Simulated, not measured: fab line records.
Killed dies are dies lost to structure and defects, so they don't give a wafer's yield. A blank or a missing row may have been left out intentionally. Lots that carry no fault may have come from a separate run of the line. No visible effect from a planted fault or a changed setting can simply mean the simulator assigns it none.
Struck lot and sound lot, side by side    flow n5Finfet    28 out of 1938 route steps
Sound: wafers L821.3, L821.4, L821.5. Wafers L833.1, L833.3 were the ones struck. The cause is named last.
Per side, at each step with rows, come the tool, then ch with its chambers, and then its first start. Under that, the readings that differ: sound wafers    struck wafers    difference of the means    sigmas: that difference in standard deviations of wafers without a fault.
alike: readings whose means differ by less than 2 such deviations, and words and numbers that are the same on both sides. not compared: withheld readings, readings that some wafer has no value for, bounds like >300 that may hide the same value, and numbers for which the record gives no deviation and whose values overlap.
The two part at a step that has a row with sigmas, a row that says differs or no value, or rows on one side only. When numbers do not overlap yet have no deviation, they are printed without sigmas and do not part them. A reading missing from all wafers of one side parts the sides only when that side holds two or more wafers.

first, 9 steps without rows for these wafers: N5_BEOL_M0_SAQP_EXPOSE_37 (exposes mask M0 CUT1, target cd 30 nm); N5_BEOL_M0_SAQP_PEB_38 (peb time 60 s); N5_BEOL_M0_SAQP_DEVELOP_39 (develop time 30 s); N5_BEOL_M0_SAQP_DESCUM_45 (chemistry O2, time 7 s); N5_BEOL_M0_SAQP_ETCH_88 (etches underlayer in N2/H2, target depth 6.5 nm, time 5.2 s); N5_BEOL_M0_SAQP_ETCH_73 (etches SiARC in CF4, target depth 19.5 nm, time 32.5 s); N5_BEOL_M0_SAQP_CUT_ETCH_46 (etches SOC in N2/H2, target depth 135 nm, overetch 27 nm, time 202.5 s); N5_BEOL_M0_SAQP_STRIP_74 (strips in N2/H2); N5_BEOL_M0_SAQP_STRIP_89 (strips in N2/H2).
N5_BEOL_M0_SAQP_ALD_48: deposits SiO2, target thk 20 nm, pulse time 1 s, co reactant pulse time 1 s.
  sound on aldSin-02 ch 0,1, day 6 19:21; struck on aldSin-02 ch 0,3, day 11 10:52
reading                                       sound        struck   difference  sigmas
aldCycles                                     139 139 139  264 264  +125        
model.SiO2_of_BEOL_M0_SAQP_ALD_48.thkNm (nm)  20 20 20     38 38    +18         
  alike: heaterPowerOuterW, heaterPowerW, precursorPulseHeightRel, susceptorTempC
then, 14 steps without rows for these wafers: N5_BEOL_M0_SAQP_ETCH_49 (etches SiO2 in CF4/O2, target depth 37 nm); N5_BEOL_M0_SAQP_STRIP_75 (strips in CF4); N5_BEOL_M0_CUTY_COAT_50 (time 60 s, resist thk 15 nm); N5_BEOL_M0_CUTY_COAT_51 (resist thk 150 nm); N5_BEOL_M0_CUTY_EBR_52; N5_BEOL_M0_CUTY_SOFTBAKE_53 (time 60 s); N5_BEOL_M0_CUTY_EXPOSE_54 (exposes mask M0 ABLK); N5_BEOL_M0_CUTY_PEB_55 (peb time 60 s); N5_BEOL_M0_CUTY_DEVELOP_56 (develop time 30 s); N5_BEOL_M0_CUTY_DESCUM_61 (chemistry O2, time 7.9 s); N5_BEOL_M0_CUTY_ETCH_62 (etches SiARC in CF4, time 58.5 s); N5_BEOL_M0_CUTY_ETCH_63 (etches SOC in N2/H2, target depth 82.7 nm, overetch 16.5 nm, time 124 s); N5_BEOL_M0_CUTY_STRIP_64 (strips in N2/H2); N5_BEOL_M0_ETCH_138 (etches SiCN in CH3F/O2, target depth 12 nm, time 31.6 s).
N5_BEOL_M0_HM_OPEN_105: chemistry Cl2/BCl3, target TiN, target depth 12 nm.
  sound on rieMetal-01 ch 1, day 6 21:26; struck on rieMetal-01 ch 0, day 11 12:16
reading                                       sound           struck     difference  sigmas
model.SiO2_of_BEOL_M0_SAQP_ALD_48.thkNm (nm)  11.4 10.6 11.2  21.2 22.2  +10.6       
  alike: drypumpMotorCurrentA, oesProductAu, throttleValvePct
  not compared: rfHoursCounterH
then, 1 step without rows for these wafers: N5_BEOL_M0_STRIP_140 (strips in CF4).
-- a jump in the record: the struck wafers' starts before and after are 3 days apart (it breaks off in module BEOL_M0 and resumes in module BEOL_M4, where the first step shown is number 1111 of the route) --
N5_BEOL_M4_RC_MEAS_101:
  sound on prober-01 ch 0, day 8 22:28; struck on prober-02 ch 0, day 14 12:50
  alike: DIBL_N, DIBL_P, IOFF_N, IOFF_P, ION_N, ION_P, SS_N, SS_P, VT_N, VT_P
-- the record jumps here: 6 days lie between the struck wafers' starts before and after (it left off in module BEOL_M4 and takes up again in module PASSIVATION, whose first step shown is number 1936 of the route) --
N5_PASSIVATION_PROBE_49:
  only the struck wafers here have rows in the record (prober-01, day 20 03:34); the sound ones have none

## WHERE THEY PART
N5_PASSIVATION_PROBE_49 only, going by this record.

WHY: whatever the simulator had introduced
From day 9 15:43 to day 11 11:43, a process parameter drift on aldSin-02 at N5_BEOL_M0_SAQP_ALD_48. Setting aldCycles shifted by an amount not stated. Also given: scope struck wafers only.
